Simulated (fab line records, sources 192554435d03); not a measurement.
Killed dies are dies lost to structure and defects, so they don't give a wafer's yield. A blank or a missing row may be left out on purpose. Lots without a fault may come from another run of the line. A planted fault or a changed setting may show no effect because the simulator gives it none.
Which tool did it? | flow n5_finfet | 11 lots, 33 wafers sampled, at 1 step of a route of 1938

WHAT THE GAUGES READ, wafer by wafer
N5_BEOL_M15_OVL_MEAS_11. Usual: V14_OVL 2 nm, standard deviation 5.4.
lot  | measured     | on         | V14_OVL (nm) | flag
L886 | day 11 23:44 | overlay-02 | 9 13 8       |
L885 | day 12 01:14 | overlay-02 | 9 6 8        |
L888 | day 12 18:10 | overlay-02 | 1 0 -2       |
L891 | day 13 04:39 | overlay-01 | -4 0 4       |
L890 | day 13 17:55 | overlay-01 | 0 -4 -7      |
L892 | day 13 20:20 | overlay-01 | -3 3 4       |
L894 | day 14 00:10 | overlay-02 | 6 0 10       |
L893 | day 14 04:09 | overlay-01 | -1 -3 -2     |
L900 | day 15 13:14 | overlay-02 | -1 11 1      |
L903 | day 16 10:44 | overlay-02 | -1 1 2       |
L907 | day 17 06:57 | overlay-02 | -8 -2 0      |

WHICH TOOL RAN EACH LOT (tool, then ch and the chambers of the sampled wafers, then the start)
The record holds no process step before these readings.

WHAT THE TOOLS THEMSELVES READ (means of the sampled wafers that have a number; where no wafer has one, the mark that the record gives instead)
The record holds no such reading with a usual standard deviation.

THE ANSWER, worked out from the rows above alone
Rule: a lot is off if the mean of its wafers that have a number lies more than 3 standard deviations from the usual mean. A lot without any number at a reading at which 4 lots or more have one is off too. The other lots that the step has rows for count as sound. The gauges are gone through in route order, then the tools' own readings, and for those a lot's mean is taken as printed above. The first step at which some lot is off is used, and at that step the reading that is off furthest; a lot without a number counts as furthest.
No lot is off at any reading shown: from this, nothing can be told.

WHAT THE SIMULATOR HAD PUT IN
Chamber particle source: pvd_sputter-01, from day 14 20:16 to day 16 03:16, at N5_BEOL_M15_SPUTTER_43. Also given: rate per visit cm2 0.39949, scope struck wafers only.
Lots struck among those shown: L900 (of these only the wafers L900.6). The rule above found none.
